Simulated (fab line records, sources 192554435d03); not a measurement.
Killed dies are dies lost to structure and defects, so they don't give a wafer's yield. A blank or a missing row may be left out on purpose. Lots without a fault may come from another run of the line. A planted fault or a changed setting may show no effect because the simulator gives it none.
Chamber matching | flow n5_finfet | N5_SPACER0_ALD_00 on ald_sin-02: 4 sister chambers
The step deposits SiOCN, target thk 3.5 nm, pulse time 3 s, purge time 2 s. 7 wafers are shown with their chamber, then 7 later ones without.

WAFERS WITH THEIR CHAMBER
wafer  | chamber | heater_power_w (W) | precursor_pulse_height_rel
L343.5 | 3       | 761                | 0.995
L343.6 | 0       | 845                | 1.021
L349.4 | 3       | 747                | 0.998
L351.1 | 2       | 777                | 0.993
L351.6 | 1       | 871                | 0.973
L354.2 | 1       | 878                | 0.971
L354.4 | 2       | 775                | 0.986

WAFERS WITHOUT THEIR CHAMBER
wafer  | heater_power_w (W) | precursor_pulse_height_rel
L354.6 | 759                | 1.004
L364.2 | 884                | 1.024
L364.3 | 777                | 0.999
L364.5 | 777                | 1.002
L365.2 | 854                | 0.998
L365.4 | 912                | 1.008
L365.5 | 749                | 1.003

WHICH CHAMBER EACH WENT THROUGH
wafer  | from the rows above     | in truth
L354.6 | 3                       | 3
L364.2 | 0                       | 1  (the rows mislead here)
L364.3 | can't be placed: 2 or 3 | 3
L364.5 | can't be placed: 2 or 3 | 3
L365.2 | can't be placed: 0 or 1 | 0
L365.4 | can't be placed: 0 or 1 | 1
L365.5 | 3                       | 3
Placed correctly: 2 of 7. Can't be placed from these rows: 4 (the true chamber is among the candidates in 4). Placed wrongly: 1.
How it was worked out, from the rows above alone: a wafer's distance from a chamber is the root of the sum, over the readings, of the square of ((its reading less the chamber's mean) divided by the reading's scatter). The wafer belongs to the nearest chamber; if the next one is less than 2 further off, it can't be placed. A chamber's mean is the mean of its shown wafers. The scatter: the root of (the sum of the squares of (reading less its chamber's mean) over the shown wafers, divided by (wafers less chambers)).
